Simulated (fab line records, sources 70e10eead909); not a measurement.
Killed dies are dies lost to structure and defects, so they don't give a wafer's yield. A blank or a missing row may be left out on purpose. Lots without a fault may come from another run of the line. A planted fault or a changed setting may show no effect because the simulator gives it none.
Chamber matching | flow nand_harc | NHARC_A_CONTACT_DEP_58 on pecvd-02: 3 sister chambers
The step deposits SiON, target thk 60 nm. 6 wafers are shown with their chamber, then 11 later ones without.

WAFERS WITH THEIR CHAMBER
wafer  | chamber | heater_power_w (W)
L086.5 | 1       | 805
L086.6 | 0       | 772
L091.3 | 0       | 831
L090.5 | 2       | 780
L090.6 | 1       | 740
L093.1 | 2       | 808

WAFERS WITHOUT THEIR CHAMBER
wafer  | heater_power_w (W)
L093.2 | 678
L093.4 | 790
L094.2 | 771
L094.3 | 724
L094.6 | 821
L092.1 | 810
L092.5 | 834
L092.6 | 830
L096.3 | 780
L096.4 | 817
L096.6 | 781

WHICH CHAMBER EACH WENT THROUGH
wafer  | from the rows above          | in truth
L093.2 | can't be placed: 1 or 2 or 0 | 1
L093.4 | can't be placed: 2 or 0 or 1 | 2
L094.2 | can't be placed: 1 or 2 or 0 | 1
L094.3 | can't be placed: 1 or 2 or 0 | 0
L094.6 | can't be placed: 0 or 2 or 1 | 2
L092.1 | can't be placed: 0 or 2 or 1 | 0
L092.5 | can't be placed: 0 or 2 or 1 | 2
L092.6 | can't be placed: 0 or 2 or 1 | 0
L096.3 | can't be placed: 1 or 2 or 0 | 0
L096.4 | can't be placed: 0 or 2 or 1 | 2
L096.6 | can't be placed: 1 or 2 or 0 | 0
Placed correctly: 0 of 11. Can't be placed from these rows: 11 (the true chamber is among the candidates in 11). Placed wrongly: 0.
How it was worked out, from the rows above alone: a wafer's distance from a chamber is the root of the sum, over the readings, of the square of ((its reading less the chamber's mean) divided by the reading's scatter). The wafer belongs to the nearest chamber; if the next one is less than 2 further off, it can't be placed. A chamber's mean is the mean of its shown wafers. The scatter: the root of (the sum of the squares of (reading less its chamber's mean) over the shown wafers, divided by (wafers less chambers)).
